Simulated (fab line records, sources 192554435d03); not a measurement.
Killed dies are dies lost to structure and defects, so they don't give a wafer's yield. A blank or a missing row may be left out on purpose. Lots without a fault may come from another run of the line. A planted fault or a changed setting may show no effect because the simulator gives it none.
A struck lot beside a sound one | flow n5_finfet | 40 steps out of a route of 1938
Sound: wafers L476.1, L476.2, L476.5. Struck: wafers L488.1, L488.4, L488.5. The cause comes at the end.
At each step with rows: each side's tool, then ch and its chambers, then its first start. Under that, the readings that differ: sound wafers | struck wafers | difference of the means | sigmas: that difference in standard deviations of wafers without a fault.
alike: readings whose means differ by less than 2 such deviations, and words and numbers that are the same on both sides. not compared: withheld readings, readings that some wafer has no value for, bounds like >300 that may hide the same value, and numbers for which the record gives no deviation and whose values overlap.
The two part at a step that has a row with sigmas, a row that says differs or no value, or rows on one side only. Numbers that don't overlap but have no deviation are shown without sigmas and don't part them. A reading that every wafer of one side lacks parts them only if that side has two wafers or more.

N5_MOL_CONTACT_COAG_THK_MEAS_53:
  sound on film_metro-01, day 5 13:26; struck on film_metro-02, day 8 11:34
  alike: VIA_MOL_THK
then, 1 step without rows for these wafers: N5_MOL_CONTACT_COAG_ANNEAL_112 (time 1800 s).
N5_MOL_CONTACT_COAG_INSPECT_97: inspects for defects (darkfield).
  sound on defect_inspect-02, day 5 16:29; struck on defect_inspect-01, day 8 14:37
  alike: raw_defect_count
then, 7 steps without rows for these wafers: N5_BEOL_M0_SAQP_PECVD_00 (deposits SiCN from 3MS/NH3, target thk 8 nm, time 14 s); N5_BEOL_M0_SAQP_ILD_DEP_01 (deposits SiOC from DEMS/O2, target thk 45.419 nm, time 8.7 s); N5_BEOL_M0_SAQP_HM_DEP_02 (deposits TiN, target thk 12 nm); N5_BEOL_M0_SAQP_PECVD_03 (deposits SiCN from 3MS/NH3, target thk 12 nm, time 21.1 s); N5_BEOL_M0_SAQP_PECVD_96 (deposits a-Si from SiH4/He, target thk 45 nm, time 45.2 s); N5_BEOL_M0_SAQP_PECVD_97 (deposits SiNx from SiH4/NH3/N2, target thk 23 nm, time 19.9 s); N5_BEOL_M0_SAQP_PECVD_04 (deposits a-Si from SiH4/He, target thk 60 nm, time 60.2 s).
N5_BEOL_M0_SAQP_THK_MEAS_05:
  sound on film_metro-01, day 5 19:31; struck on film_metro-01, day 8 15:46
  alike: thk_nm
N5_BEOL_M0_SAQP_HM_DEP_111: deposits SiO2 from SiH4/N2O, target thk 12 nm, time 7.2 s.
  sound on pecvd-01 ch 0,1,2, day 5 19:34; struck on pecvd-02 ch 0,1,2, day 8 15:47
  no value came back on the struck wafers for chamber_pressure_Torr (Torr), heater_power_outer_w (W), heater_power_w (W), showerhead_plenum_p_Torr (Torr); on the sound wafers chamber_pressure_Torr (Torr) reads 0.7472 0.7523 0.7498
then, 8 steps without rows for these wafers: N5_BEOL_M0_SAQP_COAT_81 (time 60 s, resist thk 100 nm); N5_BEOL_M0_SAQP_COAT_82 (time 60 s, resist thk 30 nm); N5_BEOL_M0_SAQP_COAT_08 (resist thk 90 nm); N5_BEOL_M0_SAQP_EBR_10; N5_BEOL_M0_SAQP_SOFTBAKE_09 (time 60 s); N5_BEOL_M0_SAQP_EXPOSE_11 (exposes mask M0 CORE, target cd 42 nm); N5_BEOL_M0_SAQP_PEB_12 (peb time 60 s); N5_BEOL_M0_SAQP_DEVELOP_13 (develop time 30 s).
N5_BEOL_M0_SAQP_CD_MEAS_14: target cd 42.5 nm.
  sound on cd_sem-03 ch 0, day 5 19:53; struck on cd_sem-01 ch 0, day 8 16:07
  alike: cd_nm
N5_BEOL_M0_SAQP_OVL_MEAS_15:
  sound on overlay-02 ch 0, day 5 19:55; struck on overlay-01 ch 0, day 8 16:09
  alike: M0_CORE_OVL
N5_BEOL_M0_SAQP_INSPECT_16: inspects for defects (brightfield).
  sound on defect_inspect-02, day 5 19:56; struck on defect_inspect-02, day 8 16:10
  alike: raw_defect_count
then, 1 step without rows for these wafers: N5_BEOL_M0_SAQP_DESCUM_19 (chemistry O2, time 7.9 s).
N5_BEOL_M0_SAQP_ETCH_83: etches SiARC in CF4, target depth 39 nm, time 65 s.
  sound on rie_diel-04 ch 1,3, day 5 20:08; struck on rie_diel-01 ch 2,3, day 8 16:29
  reading                | sound             | struck            | difference | sigmas
  throttle_valve_pct (%) | 15.30 15.27 15.26 | 15.79 15.67 15.79 | +0.47      | +2
  alike: drypump_motor_current_A, etch_rf_on_time_s, oes_product_au, rf_vpp_V, showerhead_plenum_p_Torr
  not compared: rf_hours_counter_h
N5_BEOL_M0_SAQP_ETCH_84: etches SOC in N2/H2, target depth 100 nm, overetch 20 nm, time 150 s.
  sound on rie_diel-04 ch 1,3, day 5 20:11; struck on rie_diel-01 ch 2,3, day 8 16:32
  alike: drypump_motor_current_A, oes_product_au, rf_vpp_V, showerhead_plenum_p_Torr, temp_c, throttle_valve_pct
  not compared: rf_hours_counter_h
then, 1 step without rows for these wafers: N5_BEOL_M0_SAQP_STRIP_80 (strips in N2/H2).
N5_BEOL_M0_SAQP_HM_OPEN_112: chemistry CHF3/O2, target SiO2, stops on a-Si, target depth 12 nm, time 13.5 s.
  sound on rie_diel-04 ch 1,3, day 5 20:17; struck on rie_diel-01 ch 2,3, day 8 16:39
  reading                  | sound             | struck            | difference | sigmas
  oes_product_au (a.u.)    | 0.59 0.52 0.54    | 0.29 0.28 0.29    | -0.26      | -7
  throttle_valve_pct (%)   | 18.52 18.39 18.38 | 18.94 18.87 18.97 | +0.50      | +2
  model.etch.depth_nm (nm) | 11.9 11.56 12.3   | 0 0 0             | -12        |
  alike: drypump_motor_current_A, oes_ar_750_au, rf_vpp_V, showerhead_plenum_p_Torr
  not compared: rf_hours_counter_h
then, 1 step without rows for these wafers: N5_BEOL_M0_SAQP_STRIP_113 (strips in CHF3/O2).
N5_BEOL_M0_SAQP_MANDREL_ETCH_20: etches a-Si in HBr/Cl2, stops on SiNx, target depth 60 nm, bt time 10 s, time 30 s.
  sound on rie_si-02 ch 0,1,3, day 5 20:22; struck on rie_si-01 ch 0,1,2, day 8 16:44
  alike: drypump_motor_current_A, mfc_cl2_sccm, oes_product_au, throttle_valve_pct
  not compared: rf_hours_counter_h
then, 3 steps without rows for these wafers: N5_BEOL_M0_SAQP_STRIP_86 (strips in N2/H2); N5_BEOL_M0_SAQP_STRIP_115 (strips in post etch residue remover, time 60 s); N5_BEOL_M0_SAQP_SRD_93 (time 30 s).
N5_BEOL_M0_SAQP_RECESS_114: chemistry HF/NH3, target SiO2, target depth 14.4 nm, afs cycles 3, sublimation time 60 s.
  sound on vapor_etch-01 ch 0,1, day 5 20:36; struck on vapor_etch-01 ch 0,1, day 8 16:58
  alike: drypump_motor_current_A, temp_c
N5_BEOL_M0_SAQP_SPACER1_ALD_98: deposits SiO2, target thk 12.8 nm, pulse time 1 s, purge time 2 s.
  sound on ald_sin-04 ch 1,2,3, day 5 20:59; struck on ald_sin-02 ch 0,3, day 8 17:24
  alike: heater_power_w, precursor_pulse_height_rel
then, 2 steps without rows for these wafers: N5_BEOL_M0_SAQP_SPACER1_ETCHBACK_99 (etches SiO2 in CHF3/O2, target depth 15.4 nm, time 7.7 s); N5_BEOL_M0_SAQP_MANDREL1_REMOVE_100 (chemistry HBr/Cl2/O2, target a-Si, stops on SiNx, bt time 10 s).
N5_BEOL_M0_SAQP_CD_MEAS_25: target cd 13.1 nm.
  sound on cd_sem-02 ch 0, day 5 21:40; struck on cd_sem-01 ch 0, day 8 18:04
  reading    | sound             | struck | difference                    | sigmas
  cd_nm (nm) | 12.89 12.30 13.30 | - - -  | no value on the struck wafers |
then, 1 step without rows for these wafers: N5_BEOL_M0_SAQP_ETCH_101 (etches SiNx in CH3F/O2, target depth 29.9 nm, time 42.7 s).
N5_BEOL_M4_RC_MEAS_101:
  the record has rows for the sound wafers here (prober-01 ch 0, day 8 14:40) and none for the struck ones

WHERE THEY PART
First at N5_BEOL_M0_SAQP_HM_DEP_111; last, within this record, at N5_BEOL_M4_RC_MEAS_101.

WHY: what the simulator had put in
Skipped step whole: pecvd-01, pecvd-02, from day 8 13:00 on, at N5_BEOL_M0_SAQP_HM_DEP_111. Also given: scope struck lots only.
